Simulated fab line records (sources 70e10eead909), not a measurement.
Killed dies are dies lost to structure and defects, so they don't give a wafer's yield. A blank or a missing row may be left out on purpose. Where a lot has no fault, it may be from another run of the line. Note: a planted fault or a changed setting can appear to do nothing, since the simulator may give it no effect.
Struck lot and sound lot, side by side	flow nand-harc	15 steps out of a route of 1159
Sound: these wafers, L354.1, L354.3, L354.6. Struck: wafer L366.4 (left out: L366.3, a lot-mate that was not struck); the cause follows at the end.
Each step with rows lists, per side, the tool, then ch with its chambers, then its first start. Under that, the readings that differ: sound wafers	struck wafers	difference of the means	sigmas: that difference in standard deviations of wafers without a fault.
alike: readings with means less than 2 such deviations apart, plus words and numbers identical on both sides. not compared: withheld readings, readings lacking a value on some wafer, bounds such as >300 that could conceal the same value, and numbers that have no deviation in the record and whose values overlap.
Wherever a step has rows on one side only, a row that says differs or no value, or a row with sigmas, the two part there. Non-overlapping numbers with no deviation appear without sigmas and do not part them. A reading missing from all wafers of one side parts the sides only when that side holds two or more wafers.

first, 2 steps without rows for these wafers: NHARC_A_CONTACT_STRIP_104 (strips in CF4/CHF3); NHARC_A_CONTACT_STRIP_105 (strips in O2/COS).
NHARC_A_CONTACT_ETCH_106: etches the open film in CF4/O2, target depth 60 nm, overetch 6 nm, time 33 s.
  sound on rie-diel-07 ch 1,2,3, day 18 12:51; struck on rie-diel-10 ch 0, day 20 18:51
  alike: bias-w, drypump-motor-current-A, oes_ar_750_au, oes-product-au, rf-vpp-V, showerhead-plenum-p-Torr, throttle-valve-pct
  not compared: rf-hours-counter-h
NHARC_A_CONTACT_STRIP_82: strips in O2.
  sound on rie-diel-07 ch 0,2,3; struck on rie-diel-10 ch 0
  alike: drypump-motor-current-A, oes-product-au, rf-vpp-V, showerhead-plenum-p-Torr, throttle-valve-pct
  not compared: rf-hours-counter-h
then, 1 step without rows for these wafers: NHARC_A_CONTACT_STRIP_83 (strips in post etch residue remover, time 600 s).
NHARC_A_CONTACT_DEP_84: deposits aC, target thk 2000 nm.
  sound on acl-dep-03 ch 0, day 18 13:31; struck on acl-dep-02 ch 0, day 20 20:31
  alike: throttle-valve-pct
NHARC_A_CONTACT_DEP_85: deposits SiON, target thk 50 nm.
  sound on pecvd-02 ch 0,2, day 18 14:49; struck on pecvd-01 ch 1, day 20 21:22
  alike: heater-power-w
then, 5 steps without rows for these wafers: NHARC_A_CONTACT_DEHYDRATE_00 (time 120 s); NHARC_A_CONTACT_HMDS_01 (time 30 s); NHARC_A_CONTACT_COAT_86 (time 75 s); NHARC_A_CONTACT_COAT_87 (time 65 s); NHARC_A_CONTACT_COAT_02 (resist thk 90 nm).
NHARC_A_CONTACT_SOFTBAKE_03: time 55 s.
  sound on litho-track-04 ch 0, day 18 15:00; struck on litho-track-04 ch 0, day 20 21:00
reading	sound	struck	difference	sigmas
heater-power-total-W (W)	188.29 188.57 188.57	209.43	+20.95	+99 or more
then, 2 steps without rows for these wafers: NHARC_A_CONTACT_EBR_04; NHARC_END_SORT_01.

WHERE THEY PART
At NHARC_A_CONTACT_SOFTBAKE_03 and nowhere else, as far as this record goes.

WHY: the cause the simulator had injected
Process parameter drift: litho-track-04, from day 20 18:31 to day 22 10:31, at NHARC_A_CONTACT_SOFTBAKE_03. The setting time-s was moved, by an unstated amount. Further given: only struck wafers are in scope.
